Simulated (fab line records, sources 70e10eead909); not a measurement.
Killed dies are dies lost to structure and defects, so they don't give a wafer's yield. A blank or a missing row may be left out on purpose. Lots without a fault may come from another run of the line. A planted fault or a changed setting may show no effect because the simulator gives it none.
Chamber matching | flow nand_harc | NHARC_A_CHANNEL_FILL_D2_ETCHBACK_19 on rie_si-01: 4 sister chambers
The step etches the open film in HBr/Cl2, target depth 5 nm, time 1.7 s. 8 wafers are shown with their chamber, then 7 later ones without.

WAFERS WITH THEIR CHAMBER
wafer  | chamber | oes_product_au (a.u.) | throttle_valve_pct (%)
L079.6 | 0       | 1.009                 | 26.420
L082.3 | 3       | 0.969                 | 26.398
L082.5 | 2       | 0.994                 | 26.400
L084.1 | 3       | 0.988                 | 26.399
L084.3 | 2       | 0.989                 | 26.409
L084.5 | 1       | 0.999                 | 26.413
L086.1 | 1       | 0.999                 | 26.419
L086.2 | 0       | 0.987                 | 26.404

WAFERS WITHOUT THEIR CHAMBER
wafer  | oes_product_au (a.u.) | throttle_valve_pct (%)
L086.6 | 0.990                 | 26.387
L090.2 | 1.000                 | 26.397
L090.5 | 0.981                 | 26.379
L090.6 | 1.015                 | 26.391
L092.4 | 0.993                 | 26.393
L092.5 | 0.998                 | 26.402
L092.6 | 0.991                 | 26.406

WHICH CHAMBER EACH WENT THROUGH
wafer  | from the rows above               | in truth
L086.6 | can't be placed: 3 or 2 or 0      | 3
L090.2 | can't be placed: 2 or 3 or 0 or 1 | 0
L090.5 | can't be placed: 3 or 2           | 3
L090.6 | can't be placed: 2 or 0 or 3 or 1 | 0
L092.4 | can't be placed: 3 or 2 or 0 or 1 | 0
L092.5 | can't be placed: 2 or 0 or 3 or 1 | 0
L092.6 | can't be placed: 2 or 0 or 3 or 1 | 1
Placed correctly: 0 of 7. Can't be placed from these rows: 7 (the true chamber is among the candidates in 7). Placed wrongly: 0.
How it was worked out, from the rows above alone: a wafer's distance from a chamber is the root of the sum, over the readings, of the square of ((its reading less the chamber's mean) divided by the reading's scatter). The wafer belongs to the nearest chamber; if the next one is less than 2 further off, it can't be placed. A chamber's mean is the mean of its shown wafers. The scatter: the root of (the sum of the squares of (reading less its chamber's mean) over the shown wafers, divided by (wafers less chambers)).
